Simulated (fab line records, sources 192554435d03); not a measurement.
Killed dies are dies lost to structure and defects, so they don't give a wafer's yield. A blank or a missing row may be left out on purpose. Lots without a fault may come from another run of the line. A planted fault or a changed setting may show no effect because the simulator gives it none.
Which tool did it? | flow n5_finfet | 11 lots, 32 wafers sampled, at 5 steps of a route of 1938

WHAT THE GAUGES READ, wafer by wafer
N5_BEOL_M6_OCD_MEAS_38. Usual: trench_depth_nm 94.2 nm, standard deviation 1.8.
lot  | measured     | on     | trench_depth_nm (nm) | flag
L670 | day 9 17:43  | ocd-02 | 92.6 91.2 92.4       |
L671 | day 9 20:53  | ocd-02 | 95.4 94.6 98.1       |
L674 | day 11 19:17 | ocd-01 | 94.6 93.0 93.7       |
L673 | day 11 23:09 | ocd-01 | 92.7 91.8 93.2       |
L676 | day 12 17:08 | ocd-02 | 96.3 95.0 95.9       |
L679 | day 13 14:26 | ocd-01 | 92.2 96.4 96.6       |
L682 | day 14 09:46 | ocd-02 | 97.2 92.5            |
L690 | day 15 22:16 | ocd-01 | 92.2 95.2 93.7       |
L689 | day 16 01:19 | ocd-01 | 94.4 92.4 91.5       |
L691 | day 16 05:13 | ocd-01 | 93.8 94.1 93.7       |
L692 | day 16 07:38 | ocd-02 | 93.8 94.4 95.0       |

N5_BEOL_M6_THK_MEAS_53: measures by xrf. Usual: M6_THK 80.9 nm, standard deviation 2.2.
lot  | measured     | on            | M6_THK (nm)    | flag
L670 | day 9 21:26  | film_metro-01 | 78.3 77.4 80.1 |
L671 | day 9 22:57  | film_metro-01 | 80.1 81.5 84.7 |
L674 | day 11 22:39 | film_metro-01 | 81.7 78.4 81.0 |
L673 | day 12 02:27 | film_metro-02 | 80.3 78.6 79.4 |
L676 | day 12 20:58 | film_metro-01 | 81.8 81.3 81.9 |
L679 | day 13 17:59 | film_metro-02 | 79.8 85.8 84.5 |
L682 | day 14 12:10 | film_metro-01 | 86.0 79.6      |
L690 | day 16 01:40 | film_metro-02 | 80.1 81.8 80.0 |
L689 | day 16 04:57 | film_metro-01 | 80.4 79.6 79.4 |
L691 | day 16 08:21 | film_metro-02 | 79.2 81.1 78.9 |
L692 | day 16 11:16 | film_metro-01 | 79.1 80.2 80.6 |

WHICH TOOL RAN EACH LOT (tool, then ch and the chambers of the sampled wafers, then the start)
lot  | N5_BEOL_M6_STRIP_36                | N5_BEOL_M6_ECD_50              | N5_BEOL_M6_CMP_52
L670 | rie_diel-01 ch 0,2,3, day 9 17:32  | ecd_cu-02 ch 1, day 9 20:38    | cmp-04 ch 0,2,3, day 9 21:10
L671 | rie_diel-05 ch 1,2,3, day 9 20:41  | ecd_cu-01 ch 0,1, day 9 22:16  | cmp-01 ch 0,3, day 9 22:39
L674 | rie_diel-05 ch 0,3, day 11 19:05   | ecd_cu-02 ch 0,1, day 11 21:54 | cmp-01 ch 1,2,3, day 11 22:21
L673 | rie_diel-01 ch 2,3, day 11 22:57   | ecd_cu-01 ch 0,1, day 12 01:47 | cmp-04 ch 0,1,3, day 12 02:14
L676 | rie_diel-03 ch 0,2, day 12 16:56   | ecd_cu-01 ch 0,1, day 12 20:08 | cmp-03 ch 0,1,3, day 12 20:43
L679 | rie_diel-01 ch 1,2, day 13 14:14   | ecd_cu-01 ch 0,1, day 13 17:14 | cmp-01 ch 1,3, day 13 17:44
L682 | rie_diel-01 ch 1,2, day 14 09:34   | ecd_cu-01 ch 0,1, day 14 11:29 | cmp-03 ch 0,2, day 14 11:59
L690 | rie_diel-05 ch 0,1,2, day 15 22:04 | ecd_cu-02 ch 0,1, day 16 00:47 | cmp-01 ch 0,2,3, day 16 01:22
L689 | rie_diel-03 ch 0,1,3, day 16 01:07 | ecd_cu-02 ch 0,1, day 16 04:07 | cmp-04 ch 0,1,2, day 16 04:41
L691 | rie_diel-03 ch 2,3, day 16 05:01   | ecd_cu-02 ch 0,1, day 16 06:43 | cmp-03 ch 0,1, day 16 08:05
L692 | rie_diel-05 ch 0,3, day 16 07:26   | ecd_cu-02 ch 0,1, day 16 10:13 | cmp-01 ch 1,2,3, day 16 11:05
- N5_BEOL_M6_STRIP_36: strips in N2/H2.
- N5_BEOL_M6_ECD_50: material Cu, target thk 300 nm.
- N5_BEOL_M6_CMP_52: polishes, stops on SiCOH lowk, t overpolish 6.9 s, target thk 80 nm.

WHAT THE TOOLS THEMSELVES READ (means of the sampled wafers that have a number; where no wafer has one, the mark that the record gives instead)
N5_BEOL_M6_STRIP_36. Usual: drypump_motor_current_A 5.9 A, standard deviation 0.47; oes_product_au 0.80 a.u., standard deviation 0.067; rf_vpp_V 59.2 V, standard deviation 1.6; showerhead_plenum_p_Torr 2.51 Torr, standard deviation 0.088; throttle_valve_pct 23.56 %, standard deviation 0.28.
lot  | tool        | drypump_motor_current_A (A) | oes_product_au (a.u.) | rf_vpp_V (V) | showerhead_plenum_p_Torr (Torr) | throttle_valve_pct (%) | flag
L670 | rie_diel-01 | 5.6                         | 0.74                  | 59.9         | 2.45                            | 23.41                  |
L671 | rie_diel-05 | 5.8                         | 0.84                  | 59.5         | 2.52                            | 23.37                  |
L674 | rie_diel-05 | 5.4                         | 0.84                  | 59.7         | 2.53                            | 23.41                  |
L673 | rie_diel-01 | 5.2                         | 0.72                  | 58.1         | 2.40                            | 23.29                  |
L676 | rie_diel-03 | 6.5                         | 0.81                  | 56.7         | 2.53                            | 23.77                  |
L679 | rie_diel-01 | 6.1                         | 0.76                  | 59.5         | 2.52                            | 23.59                  |
L682 | rie_diel-01 | 5.9                         | 0.74                  | 59.6         | 2.54                            | 23.60                  |
L690 | rie_diel-05 | 5.7                         | 0.79                  | 58.6         | 2.54                            | 23.58                  |
L689 | rie_diel-03 | 6.0                         | 0.83                  | 60.2         | 2.54                            | 23.79                  |
L691 | rie_diel-03 | 6.3                         | 0.83                  | 59.1         | 2.57                            | 23.74                  |
L692 | rie_diel-05 | 5.4                         | 0.79                  | 60.1         | 2.52                            | 23.46                  |

N5_BEOL_M6_CMP_52. Usual: motor_current_A 6.1 A, standard deviation 0.37; time_to_endpoint_s 62 s, standard deviation 3.6.
lot  | tool   | motor_current_A (A) | time_to_endpoint_s (s) | flag
L670 | cmp-04 | 5.9                 | 67                     |
L671 | cmp-01 | 6.0                 | 67                     |
L674 | cmp-01 | 6.0                 | 64                     |
L673 | cmp-04 | 6.0                 | 64                     |
L676 | cmp-03 | 6.2                 | 64                     |
L679 | cmp-01 | 6.0                 | 47                     | OFF
L682 | cmp-03 | 5.9                 | 36                     | OFF
L690 | cmp-01 | 6.2                 | 65                     |
L689 | cmp-04 | 5.8                 | 65                     |
L691 | cmp-03 | 6.2                 | 60                     |
L692 | cmp-01 | 6.1                 | 63                     |

THE ANSWER, worked out from the rows above alone
Rule: a lot is off if the mean of its wafers that have a number lies more than 3 standard deviations from the usual mean. A lot without any number at a reading at which 4 lots or more have one is off too. The other lots that the step has rows for count as sound. The gauges are gone through in route order, then the tools' own readings, and for those a lot's mean is taken as printed above. The first step at which some lot is off is used, and at that step the reading that is off furthest; a lot without a number counts as furthest.
Off: L679, L682, at N5_BEOL_M6_CMP_52 (time_to_endpoint_s).
A tool fits if, at that step or a process step before it, it ran every lot that is off, and no sound lot after the first of them. Can't be told from this: 2 tools fit, rie_diel-01 at N5_BEOL_M6_STRIP_36, ecd_cu-01 at N5_BEOL_M6_ECD_50.

WHAT THE SIMULATOR HAD PUT IN
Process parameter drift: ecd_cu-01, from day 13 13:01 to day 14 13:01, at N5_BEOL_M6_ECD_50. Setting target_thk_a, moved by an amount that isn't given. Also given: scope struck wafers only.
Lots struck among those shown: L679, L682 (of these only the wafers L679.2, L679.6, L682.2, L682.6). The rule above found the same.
